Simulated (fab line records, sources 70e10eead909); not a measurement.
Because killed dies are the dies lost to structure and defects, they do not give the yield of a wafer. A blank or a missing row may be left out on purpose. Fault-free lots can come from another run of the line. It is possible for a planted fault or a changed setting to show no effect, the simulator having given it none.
Matching of chambers ; flow nand_harc ; NHARC_A_STAIRCASE_ETCH_253 on rie_diel-05: 4 sister chambers
The step etches the open film in C4F8/O2, target depth 50 nm, time 20.2 s. 8 wafers are shown with their chamber, then 12 later ones without.

== WAFERS PAIRED WITH THEIR CHAMBERS ==
wafer;chamber;rf_vpp_V (V);oes_product_au (a.u.)
L083.2;0;892;0.948
L086.6;2;895;0.918
L087.1;1;889;0.917
L087.2;0;892;0.914
L087.4;3;899;0.914
L093.1;3;900;0.947
L093.2;1;890;0.960
L093.6;2;896;0.974

== WAFERS MISSING THEIR CHAMBER ==
wafer;rf_vpp_V (V);oes_product_au (a.u.)
L090.2;896;0.933
L090.4;891;0.924
L090.5;896;0.943
L092.1;890;0.944
L092.3;894;0.954
L092.6;890;0.948
L094.1;894;0.972
L094.4;898;0.957
L094.5;898;0.973
L096.2;890;0.914
L096.3;897;0.912
L096.4;898;0.921

== EACH ONE'S CHAMBER ==
wafer;from the rows above;in truth
L090.2;2;2
L090.4;can't be placed: 0 or 1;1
L090.5;2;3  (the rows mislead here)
L092.1;1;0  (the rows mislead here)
L092.3;can't be placed: 2 or 0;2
L092.6;1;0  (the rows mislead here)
L094.1;can't be placed: 2 or 0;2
L094.4;can't be placed: 3 or 2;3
L094.5;can't be placed: 3 or 2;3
L096.2;1;1
L096.3;can't be placed: 2 or 3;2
L096.4;can't be placed: 3 or 2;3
2 of 12 placed correctly. Not placeable from these rows: 7 (in 7, the candidates include the true chamber). Number placed wrongly: 3.
How it was worked out, from the rows above alone: a wafer's distance from a chamber is the root of the sum, over the readings, of the square of ((its reading less the chamber's mean) divided by the reading's scatter). If the next closest chamber is less than 2 further off than the closest, the wafer can't be placed; otherwise it belongs to the closest. Each chamber's mean is taken over the wafers shown for it. The scatter: the root of (the sum of the squares of (reading less its chamber's mean) over the shown wafers, divided by (wafers less chambers)).
